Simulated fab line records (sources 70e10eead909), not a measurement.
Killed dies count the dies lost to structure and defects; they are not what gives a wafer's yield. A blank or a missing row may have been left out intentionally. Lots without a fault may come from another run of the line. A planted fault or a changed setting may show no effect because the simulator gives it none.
The tool behind it: which one? || flow nand_harc || 12 lots with 36 wafers sampled at 5 steps, on a route of 1159 steps

WHAT EACH GAUGE READ, for each wafer
NHARC_END_SORT_01.
{"lot": "L109", "measured": "day 19 21:23", "on": "prober-02", "killed_at_array": "22 23 12", "killed_at_other": "0 1 0", "killed_at_periphery": "4 4 4", "killed_dies": "26 28 16", "killed_open": "1 3 1", "killed_short": "1 3 2"}
{"lot": "L113", "measured": "day 20 05:38", "on": "prober-01", "killed_at_array": "27 13 17", "killed_at_other": "0 0 0", "killed_at_periphery": "1 3 0", "killed_dies": "28 16 17", "killed_open": "8 3 1", "killed_short": "4 0 2"}
{"lot": "L114", "measured": "day 20 14:20", "on": "prober-02", "killed_at_array": "30 30 25", "killed_at_other": "0 0 0", "killed_at_periphery": "2 2 3", "killed_dies": "32 32 28", "killed_open": "4 2 8", "killed_short": "8 2 0"}
{"lot": "L111", "measured": "day 20 15:05", "on": "prober-01", "killed_at_array": "36 32 21", "killed_at_other": "0 0 1", "killed_at_periphery": "4 5 1", "killed_dies": "40 37 23", "killed_open": "8 6 2", "killed_short": "2 1 1"}
{"lot": "L116", "measured": "day 21 00:51", "on": "prober-01", "killed_at_array": "20 31 18", "killed_at_other": "2 1 1", "killed_at_periphery": "1 2 4", "killed_dies": "23 34 23", "killed_open": "4 6 5", "killed_short": "1 2 2"}
{"lot": "L115", "measured": "day 21 14:43", "on": "prober-01", "killed_at_array": "28 22 21", "killed_at_other": "0 0 0", "killed_at_periphery": "7 7 5", "killed_dies": "35 29 26", "killed_open": "1 4 3", "killed_short": "5 1 5"}
{"lot": "L123", "measured": "day 22 21:16", "on": "prober-01", "killed_at_array": "22 23 30", "killed_at_other": "1 2 0", "killed_at_periphery": "1 1 1", "killed_dies": "24 26 31", "killed_open": "1 6 3", "killed_short": "1 4 2"}
{"lot": "L125", "measured": "day 24 01:00", "on": "prober-01", "killed_at_array": "23 26 24", "killed_at_other": "1 0 0", "killed_at_periphery": "5 4 4", "killed_dies": "29 30 28", "killed_open": "2 4 6", "killed_short": "4 1 2"}
{"lot": "L124", "measured": "day 23 22:35", "on": "prober-02", "killed_at_array": "39 44 35", "killed_at_other": "1 0 0", "killed_at_periphery": "1 4 3", "killed_dies": "41 48 38", "killed_open": "2 6 2", "killed_short": "1 2 4"}
{"lot": "L127", "measured": "day 24 11:04", "on": "prober-02", "killed_at_array": "43 45 50", "killed_at_other": "0 3 2", "killed_at_periphery": "7 1 2", "killed_dies": "50 49 54", "killed_open": "6 3 4", "killed_short": "4 2 4"}
{"lot": "L129", "measured": "day 25 06:34", "on": "prober-01", "killed_at_array": "17 27 13", "killed_at_other": "2 0 0", "killed_at_periphery": "3 2 3", "killed_dies": "22 29 16", "killed_open": "5 3 0", "killed_short": "4 2 5"}
{"lot": "L128", "measured": "day 25 07:23", "on": "prober-02", "killed_at_array": "39 41 44", "killed_at_other": "0 1 1", "killed_at_periphery": "0 0 3", "killed_dies": "39 42 48", "killed_open": "4 3 6", "killed_short": "1 3 0"}

WHAT TOOL EACH LOT RAN ON (gives the tool, then ch and the chambers of the sampled wafers, and finally the start)
{"lot": "L109", "NHARC_A_CONTACT_ETCH_134": "har_cap_etch-03 ch 0,1, day 17 06:32", "NHARC_A_CONTACT_STRIP_26": "rie_diel-10 ch 0,1,2, day 17 18:00 or earlier", "NHARC_A_BLC_SOFTBAKE_05": "litho_track-06 ch 0, day 17 18:00", "NHARC_A_BLC_DESCUM_15": "rie_diel-05 ch 0,3, day 17 18:52"}
{"lot": "L113", "NHARC_A_CONTACT_ETCH_134": "har_cap_etch-03 ch 0,1, day 18 01:23", "NHARC_A_CONTACT_STRIP_26": "rie_diel-10 ch 0,3, day 18 10:00 or earlier", "NHARC_A_BLC_SOFTBAKE_05": "litho_track-01 ch 0, day 18 10:00", "NHARC_A_BLC_DESCUM_15": "rie_diel-12 ch 0,1, day 18 10:48"}
{"lot": "L114", "NHARC_A_CONTACT_ETCH_134": "har_cap_etch-03 ch 0,1, day 18 07:49", "NHARC_A_CONTACT_STRIP_26": "rie_diel-02 ch 0,1,2, day 18 15:00 or earlier", "NHARC_A_BLC_SOFTBAKE_05": "litho_track-04 ch 0, day 18 15:00", "NHARC_A_BLC_DESCUM_15": "rie_diel-05 ch 0,1,3, day 18 15:35"}
{"lot": "L111", "NHARC_A_CONTACT_ETCH_134": "har_cap_etch-01 ch 0,1, day 18 14:49", "NHARC_A_CONTACT_STRIP_26": "rie_diel-09 ch 1,2, day 18 18:00 or earlier", "NHARC_A_BLC_SOFTBAKE_05": "litho_track-01 ch 0, day 18 18:00", "NHARC_A_BLC_DESCUM_15": "rie_diel-05 ch 0,1,2, day 18 19:17"}
{"lot": "L116", "NHARC_A_CONTACT_ETCH_134": "har_cap_etch-03 ch 0,1, day 18 17:54", "NHARC_A_CONTACT_STRIP_26": "rie_diel-02 ch 1,2, day 18 23:00 or earlier", "NHARC_A_BLC_SOFTBAKE_05": "litho_track-01 ch 0, day 18 23:00", "NHARC_A_BLC_DESCUM_15": "rie_diel-05 ch 0,2, day 19 00:23"}
{"lot": "L115", "NHARC_A_CONTACT_ETCH_134": "har_cap_etch-03 ch 0,1, day 19 10:01", "NHARC_A_CONTACT_STRIP_26": "rie_diel-10 ch 1,2, day 19 13:00 or earlier", "NHARC_A_BLC_SOFTBAKE_05": "litho_track-06 ch 0, day 19 13:00", "NHARC_A_BLC_DESCUM_15": "rie_diel-03 ch 0,2,3, day 19 14:31"}
{"lot": "L123", "NHARC_A_CONTACT_ETCH_134": "har_cap_etch-02 ch 0,1, day 20 16:02", "NHARC_A_CONTACT_STRIP_26": "rie_diel-09 ch 1,2,3, day 20 19:00 or earlier", "NHARC_A_BLC_SOFTBAKE_05": "litho_track-06 ch 0, day 20 19:00", "NHARC_A_BLC_DESCUM_15": "rie_diel-05 ch 1,2,3, day 20 20:28"}
{"lot": "L125", "NHARC_A_CONTACT_ETCH_134": "har_cap_etch-03 ch 0,1, day 21 13:39", "NHARC_A_CONTACT_STRIP_26": "rie_diel-10 ch 0,1, day 21 22:00 or earlier", "NHARC_A_BLC_SOFTBAKE_05": "litho_track-01 ch 0, day 21 22:00", "NHARC_A_BLC_DESCUM_15": "rie_diel-12 ch 2,3, day 21 23:27"}
{"lot": "L124", "NHARC_A_CONTACT_ETCH_134": "har_cap_etch-02 ch 0,1, day 21 14:44", "NHARC_A_CONTACT_STRIP_26": "rie_diel-10 ch 0,3, day 21 23:00 or earlier", "NHARC_A_BLC_SOFTBAKE_05": "litho_track-01 ch 0, day 21 23:00", "NHARC_A_BLC_DESCUM_15": "rie_diel-03 ch 0,3, day 21 23:38"}
{"lot": "L127", "NHARC_A_CONTACT_ETCH_134": "har_cap_etch-03 ch 0,1, day 22 03:16", "NHARC_A_CONTACT_STRIP_26": "rie_diel-09 ch 0,2,3, day 22 11:00 or earlier", "NHARC_A_BLC_SOFTBAKE_05": "litho_track-01 ch 0, day 22 11:00", "NHARC_A_BLC_DESCUM_15": "rie_diel-12 ch 0,1,2, day 22 11:35"}
{"lot": "L129", "NHARC_A_CONTACT_ETCH_134": "har_cap_etch-01 ch 0,1, day 22 13:09", "NHARC_A_CONTACT_STRIP_26": "rie_diel-02 ch 0,1,2, day 22 19:00 or earlier", "NHARC_A_BLC_SOFTBAKE_05": "litho_track-06 ch 0, day 22 19:00", "NHARC_A_BLC_DESCUM_15": "rie_diel-12 ch 2,3, day 22 20:01"}
{"lot": "L128", "NHARC_A_CONTACT_ETCH_134": "har_cap_etch-03 ch 0, day 22 13:23", "NHARC_A_CONTACT_STRIP_26": "rie_diel-02 ch 0,2,3, day 22 23:00 or earlier", "NHARC_A_BLC_SOFTBAKE_05": "litho_track-04 ch 0, day 22 23:00", "NHARC_A_BLC_DESCUM_15": "rie_diel-05 ch 1,2, day 22 23:48"}
- NHARC_A_CONTACT_ETCH_134: etches the open film in C4F8/O2/Ar, time 140 s, target depth 700 nm.
- NHARC_A_CONTACT_STRIP_26: strips in O2.
- NHARC_A_BLC_SOFTBAKE_05: time 55 s.
- NHARC_A_BLC_DESCUM_15: chemistry O2, time 3 s.

WHAT THE TOOLS THEMSELVES READ (means of the sampled wafers that have a number; where no wafer has one, the mark that the record gives instead)
NHARC_A_CONTACT_ETCH_134.
{"lot": "L109", "tool": "har_cap_etch-03", "chamber_pressure_mTorr (mTorr)": 19.998}
{"lot": "L113", "tool": "har_cap_etch-03", "chamber_pressure_mTorr (mTorr)": 19.981}
{"lot": "L114", "tool": "har_cap_etch-03", "chamber_pressure_mTorr (mTorr)": 19.997}
{"lot": "L111", "tool": "har_cap_etch-01", "chamber_pressure_mTorr (mTorr)": 19.992}
{"lot": "L116", "tool": "har_cap_etch-03", "chamber_pressure_mTorr (mTorr)": 20.019}
{"lot": "L115", "tool": "har_cap_etch-03", "chamber_pressure_mTorr (mTorr)": 19.998}
{"lot": "L123", "tool": "har_cap_etch-02", "chamber_pressure_mTorr (mTorr)": 19.999}
{"lot": "L125", "tool": "har_cap_etch-03", "chamber_pressure_mTorr (mTorr)": 20.005}
{"lot": "L124", "tool": "har_cap_etch-02", "chamber_pressure_mTorr (mTorr)": 19.995}
{"lot": "L127", "tool": "har_cap_etch-03", "chamber_pressure_mTorr (mTorr)": 20.013}
{"lot": "L129", "tool": "har_cap_etch-01", "chamber_pressure_mTorr (mTorr)": 20.012}
{"lot": "L128", "tool": "har_cap_etch-03", "chamber_pressure_mTorr (mTorr)": 20.006}

NHARC_A_CONTACT_STRIP_26.
{"lot": "L109", "tool": "rie_diel-10", "chamber_pressure_mTorr (mTorr)": 59.98, "drypump_motor_current_A (A)": 6.1, "oes_product_au (a.u.)": 0.999, "rf_vpp_V (V)": 58.0, "showerhead_plenum_p_Torr (Torr)": 3.58, "throttle_valve_pct (%)": 17.038}
{"lot": "L113", "tool": "rie_diel-10", "chamber_pressure_mTorr (mTorr)": 60.03, "drypump_motor_current_A (A)": 5.6, "oes_product_au (a.u.)": 0.997, "rf_vpp_V (V)": 57.9, "showerhead_plenum_p_Torr (Torr)": 3.61, "throttle_valve_pct (%)": 17.040}
{"lot": "L114", "tool": "rie_diel-02", "chamber_pressure_mTorr (mTorr)": 59.99, "drypump_motor_current_A (A)": 5.8, "oes_product_au (a.u.)": 0.986, "rf_vpp_V (V)": 59.6, "showerhead_plenum_p_Torr (Torr)": 3.60, "throttle_valve_pct (%)": 17.036}
{"lot": "L111", "tool": "rie_diel-09", "chamber_pressure_mTorr (mTorr)": 60.01, "drypump_motor_current_A (A)": 5.5, "oes_product_au (a.u.)": 1.001, "rf_vpp_V (V)": 58.5, "showerhead_plenum_p_Torr (Torr)": 3.58, "throttle_valve_pct (%)": 17.037}
{"lot": "L116", "tool": "rie_diel-02", "chamber_pressure_mTorr (mTorr)": 59.99, "drypump_motor_current_A (A)": 5.8, "oes_product_au (a.u.)": 0.985, "rf_vpp_V (V)": 58.2, "showerhead_plenum_p_Torr (Torr)": 3.67, "throttle_valve_pct (%)": 17.047}
{"lot": "L115", "tool": "rie_diel-10", "chamber_pressure_mTorr (mTorr)": 60.07, "drypump_motor_current_A (A)": 6.4, "oes_product_au (a.u.)": 1.000, "rf_vpp_V (V)": 57.1, "showerhead_plenum_p_Torr (Torr)": 3.57, "throttle_valve_pct (%)": 17.035}
{"lot": "L123", "tool": "rie_diel-09", "chamber_pressure_mTorr (mTorr)": 60.08, "drypump_motor_current_A (A)": 5.7, "oes_product_au (a.u.)": 1.006, "rf_vpp_V (V)": 57.5, "showerhead_plenum_p_Torr (Torr)": 3.64, "throttle_valve_pct (%)": 17.048}
{"lot": "L125", "tool": "rie_diel-10", "chamber_pressure_mTorr (mTorr)": 59.97, "drypump_motor_current_A (A)": 5.7, "oes_product_au (a.u.)": 1.004, "rf_vpp_V (V)": 57.2, "showerhead_plenum_p_Torr (Torr)": 3.44, "throttle_valve_pct (%)": 17.035}
{"lot": "L124", "tool": "rie_diel-10", "chamber_pressure_mTorr (mTorr)": 60.04, "drypump_motor_current_A (A)": 5.6, "oes_product_au (a.u.)": 1.011, "rf_vpp_V (V)": 58.5, "showerhead_plenum_p_Torr (Torr)": 3.67, "throttle_valve_pct (%)": 17.041}
{"lot": "L127", "tool": "rie_diel-09", "chamber_pressure_mTorr (mTorr)": 60.03, "drypump_motor_current_A (A)": 5.8, "oes_product_au (a.u.)": 1.010, "rf_vpp_V (V)": 57.5, "showerhead_plenum_p_Torr (Torr)": 3.52, "throttle_valve_pct (%)": 17.032}
{"lot": "L129", "tool": "rie_diel-02", "chamber_pressure_mTorr (mTorr)": 59.97, "drypump_motor_current_A (A)": 5.8, "oes_product_au (a.u.)": 1.001, "rf_vpp_V (V)": 58.3, "showerhead_plenum_p_Torr (Torr)": 3.58, "throttle_valve_pct (%)": 17.046}
{"lot": "L128", "tool": "rie_diel-02", "chamber_pressure_mTorr (mTorr)": 60.01, "drypump_motor_current_A (A)": 5.8, "oes_product_au (a.u.)": 0.998, "rf_vpp_V (V)": 57.4, "showerhead_plenum_p_Torr (Torr)": 3.51, "throttle_valve_pct (%)": 17.044}

NHARC_A_BLC_SOFTBAKE_05.
{"lot": "L109", "tool": "litho_track-06", "heater_power_total_W (W)": 188.57}
{"lot": "L113", "tool": "litho_track-01", "heater_power_total_W (W)": 188.53}
{"lot": "L114", "tool": "litho_track-04", "heater_power_total_W (W)": 188.37}
{"lot": "L111", "tool": "litho_track-01", "heater_power_total_W (W)": 188.43}
{"lot": "L116", "tool": "litho_track-01", "heater_power_total_W (W)": 188.51}
{"lot": "L115", "tool": "litho_track-06", "heater_power_total_W (W)": 188.34}
{"lot": "L123", "tool": "litho_track-06", "heater_power_total_W (W)": 188.44}
{"lot": "L125", "tool": "litho_track-01", "heater_power_total_W (W)": 185.40}
{"lot": "L124", "tool": "litho_track-01", "heater_power_total_W (W)": 185.56}
{"lot": "L127", "tool": "litho_track-01", "heater_power_total_W (W)": 185.31}
{"lot": "L129", "tool": "litho_track-06", "heater_power_total_W (W)": 188.37}
{"lot": "L128", "tool": "litho_track-04", "heater_power_total_W (W)": 188.35}

NHARC_A_BLC_DESCUM_15.
{"lot": "L109", "tool": "rie_diel-05", "chamber_pressure_mTorr (mTorr)": 60.01, "drypump_motor_current_A (A)": 5.4, "oes_product_au (a.u.)": 1.002, "rf_vpp_V (V)": 57.5, "showerhead_plenum_p_Torr (Torr)": 1.92, "throttle_valve_pct (%)": 11.305}
{"lot": "L113", "tool": "rie_diel-12", "chamber_pressure_mTorr (mTorr)": 60.03, "drypump_motor_current_A (A)": 5.2, "oes_product_au (a.u.)": 0.993, "rf_vpp_V (V)": 57.8, "showerhead_plenum_p_Torr (Torr)": 1.79, "throttle_valve_pct (%)": 11.305}
{"lot": "L114", "tool": "rie_diel-05", "chamber_pressure_mTorr (mTorr)": 60.00, "drypump_motor_current_A (A)": 5.7, "oes_product_au (a.u.)": 1.004, "rf_vpp_V (V)": 57.8, "showerhead_plenum_p_Torr (Torr)": 1.93, "throttle_valve_pct (%)": 11.307}
{"lot": "L111", "tool": "rie_diel-05", "chamber_pressure_mTorr (mTorr)": 60.02, "drypump_motor_current_A (A)": 5.7, "oes_product_au (a.u.)": 0.989, "rf_vpp_V (V)": 57.3, "showerhead_plenum_p_Torr (Torr)": 1.95, "throttle_valve_pct (%)": 11.313}
{"lot": "L116", "tool": "rie_diel-05", "chamber_pressure_mTorr (mTorr)": 60.02, "drypump_motor_current_A (A)": 5.2, "oes_product_au (a.u.)": 1.001, "rf_vpp_V (V)": 57.6, "showerhead_plenum_p_Torr (Torr)": 2.00, "throttle_valve_pct (%)": 11.305}
{"lot": "L115", "tool": "rie_diel-03", "chamber_pressure_mTorr (mTorr)": 60.02, "drypump_motor_current_A (A)": 5.6, "oes_product_au (a.u.)": 1.001, "rf_vpp_V (V)": 57.9, "showerhead_plenum_p_Torr (Torr)": 1.88, "throttle_valve_pct (%)": 11.307}
{"lot": "L123", "tool": "rie_diel-05", "chamber_pressure_mTorr (mTorr)": 60.00, "drypump_motor_current_A (A)": 6.0, "oes_product_au (a.u.)": 1.010, "rf_vpp_V (V)": 58.1, "showerhead_plenum_p_Torr (Torr)": 1.90, "throttle_valve_pct (%)": 11.304}
{"lot": "L125", "tool": "rie_diel-12", "chamber_pressure_mTorr (mTorr)": 59.94, "drypump_motor_current_A (A)": 5.6, "oes_product_au (a.u.)": 0.997, "rf_vpp_V (V)": 57.8, "showerhead_plenum_p_Torr (Torr)": 1.96, "throttle_valve_pct (%)": 11.314}
{"lot": "L124", "tool": "rie_diel-03", "chamber_pressure_mTorr (mTorr)": 59.99, "drypump_motor_current_A (A)": 5.9, "oes_product_au (a.u.)": 1.006, "rf_vpp_V (V)": 57.8, "showerhead_plenum_p_Torr (Torr)": 1.79, "throttle_valve_pct (%)": 11.323}
{"lot": "L127", "tool": "rie_diel-12", "chamber_pressure_mTorr (mTorr)": 59.98, "drypump_motor_current_A (A)": 5.2, "oes_product_au (a.u.)": 0.996, "rf_vpp_V (V)": 57.2, "showerhead_plenum_p_Torr (Torr)": 1.87, "throttle_valve_pct (%)": 11.305}
{"lot": "L129", "tool": "rie_diel-12", "chamber_pressure_mTorr (mTorr)": 59.98, "drypump_motor_current_A (A)": 5.5, "oes_product_au (a.u.)": 1.000, "rf_vpp_V (V)": 57.9, "showerhead_plenum_p_Torr (Torr)": 2.00, "throttle_valve_pct (%)": 11.314}
{"lot": "L128", "tool": "rie_diel-05", "chamber_pressure_mTorr (mTorr)": 60.00, "drypump_motor_current_A (A)": 6.3, "oes_product_au (a.u.)": 0.995, "rf_vpp_V (V)": 57.4, "showerhead_plenum_p_Torr (Torr)": 1.91, "throttle_valve_pct (%)": 11.315}

THE ANSWER, worked out from the rows above alone
Rule: what is usual is taken from the lots themselves. The widest of any qualifying gaps counts: lots, ordered by their means at a reading, are off when they make up no more than a third of the lots, leave a main group of 4 or more, and stand apart from it by 3 or more times the standard deviation of that group's means. A main group whose means are all the same, to the digits that the tables above print for the reading, isn't used. A lot without any number at a reading at which 4 lots or more have one is off too. Where the step has rows for the other lots, those lots are counted as sound. Order of review: gauges by route order, followed by the tools' own readings, for which a lot's mean as printed above is used. The first step at which some lot is off is used, and at that step the reading that is off furthest; a lot without a number counts as furthest.
Off: L125, L124, L127, at NHARC_A_BLC_SOFTBAKE_05 (heater_power_total_W). The main group: mean 188.43 W, standard deviation 0.08.
A tool fits if, at that step or a process step before it, it ran every lot that is off, and no sound lot after the first of them. Because NHARC_A_CONTACT_STRIP_26 lacks a start for some lots, the hours and order of its lots are taken from NHARC_A_BLC_SOFTBAKE_05. One fits: litho_track-01 at NHARC_A_BLC_SOFTBAKE_05. A fault onset in the window from L116 (day 18 23:00, its last sound lot) to L125 (day 21 22:00, its first lot off) fits.
On the lots that are off, the tool's own readings at NHARC_A_BLC_SOFTBAKE_05 differ by more than 5 times the standard deviation of the sound lots' means, which bears it out; heater_power_total_W reads 185.42 W there versus 188.43 W on the sound lots.

WHAT HAD BEEN PUT IN BY THE SIMULATOR
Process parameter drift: litho_track-01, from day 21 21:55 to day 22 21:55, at NHARC_A_BLC_SOFTBAKE_05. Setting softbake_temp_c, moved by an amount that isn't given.
Lots struck among those shown: L124, L125, L127. The rule given above showed the same thing.
